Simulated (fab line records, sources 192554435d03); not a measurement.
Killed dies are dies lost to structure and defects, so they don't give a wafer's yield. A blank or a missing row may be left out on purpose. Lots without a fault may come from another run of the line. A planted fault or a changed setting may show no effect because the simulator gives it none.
Which tool did it? | flow n5_finfet | 9 lots, 26 wafers sampled, at 5 steps of a route of 1938

WHAT THE GAUGES READ, wafer by wafer
N5_BEOL_M0_CUTY_OVL_MEAS_58. Usual: M0_ABLK_OVL 0.2 nm, standard deviation 0.66.
lot  | measured     | on         | M0_ABLK_OVL (nm) | flag
L102 | day 7 02:43  | overlay-01 | 0.4 1.5 1.4      |
L101 | day 7 02:55  | overlay-01 | 0.4 0.3 0.7      |
L113 | day 9 20:13  | overlay-01 | -0.5 -0.1 -1.2   |
L116 | day 10 01:51 | overlay-01 | 1.1 -0.3 0.5     |
L115 | day 10 04:46 | overlay-01 | 0.4 0.4 1.0      |
L117 | day 10 15:58 | overlay-01 | 0.2 -0.6 0.8     |
L118 | day 10 22:40 | overlay-01 | -0.5 -1.2 -0.3   |
L120 | day 11 05:00 | overlay-02 | 0.1 0.9          |
L121 | day 11 12:57 | overlay-01 | 1.2 1.0 1.1      |

N5_BEOL_M4_RC_MEAS_101. Usual: DIBL_N 36.6 mV/V, standard deviation 2.1; DIBL_P 36.5 mV/V, standard deviation 2.7; IOFF_N 0.17 nA/um, standard deviation 0.043; IOFF_P 0.22 nA/um, standard deviation 0.045; ION_N 674 uA/um, standard deviation 17; ION_P 461 uA/um, standard deviation 9.9; SS_N 71.7 mV/dec, standard deviation 0.79; SS_P 73.4 mV/dec, standard deviation 0.79; VT_N 249 mV, standard deviation 4; VT_P -250 mV, standard deviation 3.3.
lot  | measured     | on        | DIBL_N (mV/V)  | DIBL_P (mV/V)  | IOFF_N (nA/um) | IOFF_P (nA/um) | ION_N (uA/um) | ION_P (uA/um) | SS_N (mV/dec)  | SS_P (mV/dec)  | VT_N (mV)   | VT_P (mV)      | flag
L102 | day 9 02:46  | prober-01 | 39.7 36.1 35.1 | 39.8 32.2 33.3 | 0.19 0.13 0.12 | 0.27 0.15 0.17 | 657 644 645   | 452 439 449   | 71.8 70.9 70.6 | 75.0 72.2 72.6 | 249 254 254 | -248 -255 -255 |
L101 | day 9 08:06  | prober-02 | 34.9 35.6 36.0 | 34.8 34.2 34.3 | 0.16 0.17 0.17 | 0.26 0.25 0.25 | 695 653 679   | 487 460 465   | 71.3 71.6 71.9 | 72.6 73.1 73.2 | 249 250 248 | -244 -245 -246 |
L113 | day 12 05:59 | prober-01 | 39.8 36.4 31.1 | 41.0 36.3 30.7 | 0.22 0.14 0.09 | 0.27 0.19 0.13 | 696 658 644   | 465 452 447   | 72.8 71.2 69.8 | 74.6 72.9 72.0 | 245 255 257 | -246 -252 -255 |
L116 | day 12 03:50 | prober-01 | 37.2 38.0 35.6 | 37.6 39.5 34.8 | 0.17 0.20 0.15 | 0.22 0.25 0.18 | 658 682 673   | 452 465 455   | 71.1 72.1 71.3 | 74.0 73.7 73.8 | 250 245 251 | -249 -248 -250 |
L115 | day 12 11:46 | prober-02 | 37.5 37.2 36.2 | 37.3 36.4 36.1 | 0.21 0.17 0.18 | 0.22 0.21 0.20 | 678 670 699   | 460 450 469   | 71.7 72.4 71.6 | 73.9 72.9 73.4 | 244 249 246 | -250 -252 -250 |
L117 | day 12 18:49 | prober-01 | 37.2 36.0 37.9 | 37.7 36.6 38.2 | 0.18 0.17 0.19 | 0.24 0.23 0.24 | 699 678 664   | 478 465 456   | 72.0 71.1 72.0 | 73.5 73.3 73.2 | 247 246 245 | -246 -247 -249 |
L118 | day 12 20:22 | prober-02 | 35.6 35.8 37.1 | 35.6 36.1 37.1 | 0.15 0.16 0.19 | 0.19 0.19 0.22 | 665 681 673   | 447 456 449   | 71.4 71.3 72.3 | 73.5 73.6 73.9 | 252 250 246 | -254 -254 -253 |
L120 | day 15 04:58 | prober-02 | 34.8 33.9      | 32.7 32.3      | 0.12 0.10      | 0.14 0.14      | 672 645       | 456 446       | 70.9 70.4      | 72.0 72.4      | 254 257     | -254 -256      |
L121 | day 14 08:18 | prober-02 | 38.0 37.7 35.5 | 35.3 35.8 33.8 | 0.19 0.16 0.14 | 0.20 0.20 0.17 | 693 654 680   | 467 445 472   | 72.9 71.8 71.3 | 73.4 73.4 73.6 | 246 251 251 | -252 -252 -252 |

WHICH TOOL RAN EACH LOT (tool, then ch and the chambers of the sampled wafers, then the start)
lot  | N5_BEOL_M0_SAQP_MANDREL2_REMOVE_110 | N5_BEOL_M0_SAQP_STRIP_75           | N5_BEOL_M0_ETCH_138
L102 | rie_si-06 ch 1,3, day 6 23:51       | rie_diel-02 ch 2,3, day 7 02:18    | rie_diel-03 ch 0,1,3, day 7 02:59
L101 | rie_si-02 ch 0,2,3, day 6 23:55     | rie_diel-02 ch 1,3, day 7 02:37    | rie_diel-01 ch 1,2,3, day 7 03:21
L113 | rie_si-02 ch 0,2,3, day 9 18:20     | rie_diel-04 ch 0,1,2, day 9 19:48  | rie_diel-03 ch 0,2,3, day 9 20:29
L116 | rie_si-06 ch 0,3, day 9 23:59       | rie_diel-05 ch 2,3, day 10 01:33   | rie_diel-03 ch 1,2, day 10 02:07
L115 | rie_si-03 ch 1,2,3, day 10 03:01    | rie_diel-05 ch 1,2,3, day 10 04:28 | rie_diel-03 ch 1,2,3, day 10 05:02
L117 | rie_si-02 ch 2,3, day 10 14:06      | rie_diel-05 ch 0,1,2, day 10 15:33 | rie_diel-03 ch 0,1,2, day 10 16:14
L118 | rie_si-03 ch 0,1, day 10 20:14      | rie_diel-05 ch 1,2, day 10 22:14   | rie_diel-06 ch 2,3, day 10 23:20
L120 | rie_si-03 ch 2,3, day 11 03:08      | rie_diel-04 ch 0,2, day 11 04:42   | rie_diel-06 ch 0,2, day 11 05:16
L121 | rie_si-02 ch 1,2,3, day 11 11:11    | rie_diel-02 ch 0,1, day 11 12:39   | rie_diel-01 ch 2,3, day 11 13:13
- N5_BEOL_M0_SAQP_MANDREL2_REMOVE_110: chemistry HBr/Cl2/O2, target a-Si, stops on SiCN, bt time 10 s.
- N5_BEOL_M0_SAQP_STRIP_75: strips in CF4.
- N5_BEOL_M0_ETCH_138: etches SiCN in CH3F/O2, target depth 12 nm, time 31.6 s.

WHAT THE TOOLS THEMSELVES READ (means of the sampled wafers that have a number; where no wafer has one, the mark that the record gives instead)
N5_BEOL_M0_SAQP_MANDREL2_REMOVE_110. Usual: drypump_motor_current_A 5.6 A, standard deviation 0.51; oes_product_au 0.995 a.u., standard deviation 0.022; throttle_valve_pct 36.5 %, standard deviation 0.34.
lot  | tool      | drypump_motor_current_A (A) | oes_product_au (a.u.) | throttle_valve_pct (%) | flag
L102 | rie_si-06 | 5.4                         | 0.989                 | 36.3                   |
L101 | rie_si-02 | 5.9                         | 0.984                 | 36.4                   |
L113 | rie_si-02 | 5.9                         | 0.990                 | 36.4                   |
L116 | rie_si-06 | 5.9                         | 0.985                 | 36.5                   |
L115 | rie_si-03 | 5.1                         | 0.980                 | 36.3                   |
L117 | rie_si-02 | 6.1                         | 0.986                 | 36.3                   |
L118 | rie_si-03 | 5.4                         | 0.999                 | 36.4                   |
L120 | rie_si-03 | 5.2                         | 0.991                 | 36.3                   |
L121 | rie_si-02 | 5.9                         | 1.005                 | 36.6                   |

N5_BEOL_M0_SAQP_STRIP_75. Usual: drypump_motor_current_A 5.7 A, standard deviation 0.43; oes_product_au 0.179 a.u., standard deviation 0.023; rf_vpp_V 271.4 V, standard deviation 1.5; showerhead_plenum_p_Torr 1.81 Torr, standard deviation 0.053; throttle_valve_pct 13.6 %, standard deviation 0.35.
lot  | tool        | drypump_motor_current_A (A) | oes_product_au (a.u.) | rf_vpp_V (V) | showerhead_plenum_p_Torr (Torr) | throttle_valve_pct (%) | flag
L102 | rie_diel-02 | 5.6                         | 0.175                 | 271.8        | 1.82                            | 13.8                   |
L101 | rie_diel-02 | 5.7                         | 0.186                 | 273.5        | 1.88                            | 13.6                   |
L113 | rie_diel-04 | 5.5                         | 0.185                 | 271.5        | 1.80                            | 13.5                   |
L116 | rie_diel-05 | 5.5                         | 0.170                 | 270.2        | 1.77                            | 13.8                   |
L115 | rie_diel-05 | 5.5                         | 0.171                 | 270.2        | 1.77                            | 13.7                   |
L117 | rie_diel-05 | 5.9                         | 0.177                 | 270.6        | 1.78                            | 13.6                   |
L118 | rie_diel-05 | 5.6                         | 0.178                 | 271.6        | 1.76                            | 13.5                   |
L120 | rie_diel-04 | 5.1                         | 0.197                 | 272.0        | 1.84                            | 13.2                   |
L121 | rie_diel-02 | 6.0                         | 0.167                 | 270.6        | 1.81                            | 13.8                   |

N5_BEOL_M0_ETCH_138. Usual: drypump_motor_current_A 5.9 A, standard deviation 0.42; etch_rf_on_time_s 29.3 s, standard deviation 1.2; oes_product_au 0.66 a.u., standard deviation 0.057; rf_fwd_power_W 386.4 W, standard deviation 1.7; rf_vpp_V 297.5 V, standard deviation 1.4; showerhead_plenum_p_Torr 2.01 Torr, standard deviation 0.053; throttle_valve_pct 16.38 %, standard deviation 0.25.
lot  | tool        | drypump_motor_current_A (A) | etch_rf_on_time_s (s) | oes_product_au (a.u.) | rf_fwd_power_W (W) | rf_vpp_V (V) | showerhead_plenum_p_Torr (Torr) | throttle_valve_pct (%) | flag
L102 | rie_diel-03 | 6.0                         | 30.2                  | 0.68                  | 385.4              | 297.5        | 2.00                            | 16.35                  |
L101 | rie_diel-01 | 6.1                         | 27.9                  | 0.68                  | 385.4              | 297.2        | 1.99                            | 16.46                  |
L113 | rie_diel-03 | 5.9                         | 28.4                  | 0.64                  | 385.1              | 296.5        | 1.97                            | 16.26                  |
L116 | rie_diel-03 | 5.4                         | 33.5                  | 0.62                  | 292.1              | 325.7        | 2.01                            | 16.37                  | OFF
L115 | rie_diel-03 | 5.7                         | 31.8                  | 0.62                  | 291.6              | 325.4        | 1.98                            | 16.17                  | OFF
L117 | rie_diel-03 | 5.6                         | 32.9                  | 0.60                  | 292.3              | 325.5        | 2.00                            | 16.46                  | OFF
L118 | rie_diel-06 | 5.3                         | 30.9                  | 0.63                  | 386.6              | 297.7        | 2.00                            | 16.33                  |
L120 | rie_diel-06 | 5.6                         | 29.2                  | 0.62                  | 388.2              | 297.9        | 2.03                            | 16.34                  |
L121 | rie_diel-01 | 6.2                         | 28.9                  | 0.64                  | 385.8              | 298.6        | 1.98                            | 16.62                  |

THE ANSWER, worked out from the rows above alone
Rule: a lot is off if the mean of its wafers that have a number lies more than 3 standard deviations from the usual mean. A lot without any number at a reading at which 4 lots or more have one is off too. The other lots that the step has rows for count as sound. The gauges are gone through in route order, then the tools' own readings, and for those a lot's mean is taken as printed above. The first step at which some lot is off is used, and at that step the reading that is off furthest; a lot without a number counts as furthest.
Off: L116, L115, L117, at N5_BEOL_M0_ETCH_138 (rf_fwd_power_W).
A tool fits if, at that step or a process step before it, it ran every lot that is off, and no sound lot after the first of them. One fits: rie_diel-03 at N5_BEOL_M0_ETCH_138. Its last sound lot is L113 (day 9 20:29), its first lot that is off L116 (day 10 02:07): a fault that began between those two fits.
The tool's own readings at N5_BEOL_M0_ETCH_138 bear it out: on the lots that are off they differ by more than 5 times the standard deviation of the sound lots' means. rf_fwd_power_W reads 292.0 W there against 386.1 W on the sound lots; rf_vpp_V reads 325.5 V there against 297.6 V on the sound lots.

WHAT THE SIMULATOR HAD PUT IN
Process parameter drift: rie_diel-03, from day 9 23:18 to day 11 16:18, at N5_BEOL_M0_ETCH_138. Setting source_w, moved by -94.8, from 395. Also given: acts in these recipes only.
Lots struck among those shown: L116, L115, L117. The rule above found the same.
